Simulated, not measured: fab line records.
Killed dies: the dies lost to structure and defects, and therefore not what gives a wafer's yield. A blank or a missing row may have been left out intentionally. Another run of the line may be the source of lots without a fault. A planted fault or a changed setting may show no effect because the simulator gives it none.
A struck lot beside a sound one	flow n5Finfet	15 out of 1938 route steps
Sound: the wafers L992.4, L992.5, L992.6. The struck wafers were L988.2, L988.3, L988.6. The cause comes at the end.
Order at every step that has rows: each side's tool, ch and its chambers, its first start. Under that, the readings that differ: sound wafers	struck wafers	difference of the means	sigmas: that difference in standard deviations of wafers without a fault.
alike: readings whose means differ by less than 2 such deviations, and words and numbers that are the same on both sides. not compared: withheld readings, readings that some wafer has no value for, bounds like >300 that may hide the same value, and numbers for which the record gives no deviation and whose values overlap.
Wherever a step has rows on one side only, a row that says differs or no value, or a row with sigmas, the two part there. When numbers do not overlap yet have no deviation, they are printed without sigmas and do not part them. A reading that every wafer of one side lacks parts them only if that side has two wafers or more.

first, 1 step without rows for these wafers: N5_BEOL_M14_HARDBAKE_14 (time 120 s).
N5_BEOL_M14_CD_MEAS_10: target cd 250 nm.
  sound on cdSem-03 ch 0, day 15 10:58; struck on cdSem-03 ch 0, day 14 17:13
  alike: cdNm
N5_BEOL_M14_OVL_MEAS_11:
  sound on overlay-02 ch 0, day 15 11:00; struck on overlay-01 ch 0, day 14 17:14
  alike: V13_OVL
N5_BEOL_M14_INSPECT_12: inspects for defects (macro).
  sound: defectInspect-01 at day 15 11:02; struck: defectInspect-01 at day 14 17:16
  alike: rawDefectCount
N5_BEOL_M14_DESCUM_15: chemistry O2, time 7.9 s.
  sound on rieDiel-06 ch 0,2,3, day 15 11:08; struck on rieDiel-06 ch 0,1,3, day 14 17:20
  alike: drypumpMotorCurrentA, oesProductAu, rfVppV, showerheadPlenumPTorr, throttleValvePct
  not compared: rfHoursCounterH
N5_BEOL_M14_ETCH_59: etches BARC in N2/H2, target depth 89 nm, overetch 26.7 nm, time 67.9 s.
  sound on rieDiel-06 ch 0,2,3, day 15 11:10; struck on rieDiel-06 ch 0,1,3, day 14 17:22
  alike: drypumpMotorCurrentA, h2FlowSccm, oesProductAu, rfVppV, showerheadPlenumPTorr, throttleValvePct
  not compared: rfHoursCounterH
N5_BEOL_M14_VIA_ETCH_16: etches SiO2 in C4F8/O2/Ar, target depth 1231.3 nm.
  sound on rieDiel-06 ch 0,2,3, day 15 11:13; struck on rieDiel-06 ch 0,1,3, day 14 17:25
  alike: C4F8_flow_sccm, drypumpMotorCurrentA, oes_o_777_au, oesProductAu, rfVppV, showerheadPlenumPTorr, throttleValvePct
N5_BEOL_M14_STRIP_63: strips in O2.
  sound: rieDiel-06 ch 0,2,3; struck: rieDiel-06 ch 0,1,3
  alike: drypumpMotorCurrentA, oesProductAu, rfVppV, showerheadPlenumPTorr, throttleValvePct
  not compared: rfHoursCounterH
N5_BEOL_M14_STRIP_64: strips in O2.
  sound: rieDiel-06 ch 0,2,3; struck: rieDiel-06 ch 0,1,3
  alike: drypumpMotorCurrentA, oesProductAu, rfVppV, showerheadPlenumPTorr, throttleValvePct
  not compared: rfHoursCounterH
then, 2 steps without rows for these wafers: N5_BEOL_M14_STRIP_71 (strips in post etch residue remover, time 60 s); N5_BEOL_M14_SRD_72 (time 30 s, dry time 30 s).
N5_BEOL_M14_CD_MEAS_17: target cd 250 nm.
  sound: cdSem-02 at day 15 11:36; struck: cdSem-01 at day 14 17:49
  alike: cdNm
N5_BEOL_M14_COAT_65: time 60 s, resist thk 450 nm.
  sound on lithoTrack-01 ch 0, day 15 11:38; struck on lithoTrack-04 ch 0, day 14 17:50
reading	sound	struck	difference	sigmas
spinSpeedRpm (rpm)	1501.2 1499.6 1499.6	1442.0 1442.9 1443.2	-57.4	-48
model.SOC_of_BEOL_M14_COAT_65.thkNm (nm)	450.8 450 450.8	459.8 458.6 459.6	+8.8	
then, 1 step without rows for these wafers: N5_BEOL_M14_COAT_66 (time 60 s, resist thk 110 nm).
N5_PASSIVATION_PROBE_49:
  only the struck wafers here have rows in the record (prober-02, day 15 18:03); the sound ones have none

WHERE THEY PART
First at N5_BEOL_M14_COAT_65; last, within this record, at N5_PASSIVATION_PROBE_49.

WHY: what the simulator had put in
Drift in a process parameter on lithoTrack-04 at N5_BEOL_M14_COAT_65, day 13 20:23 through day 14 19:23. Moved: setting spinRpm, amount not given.
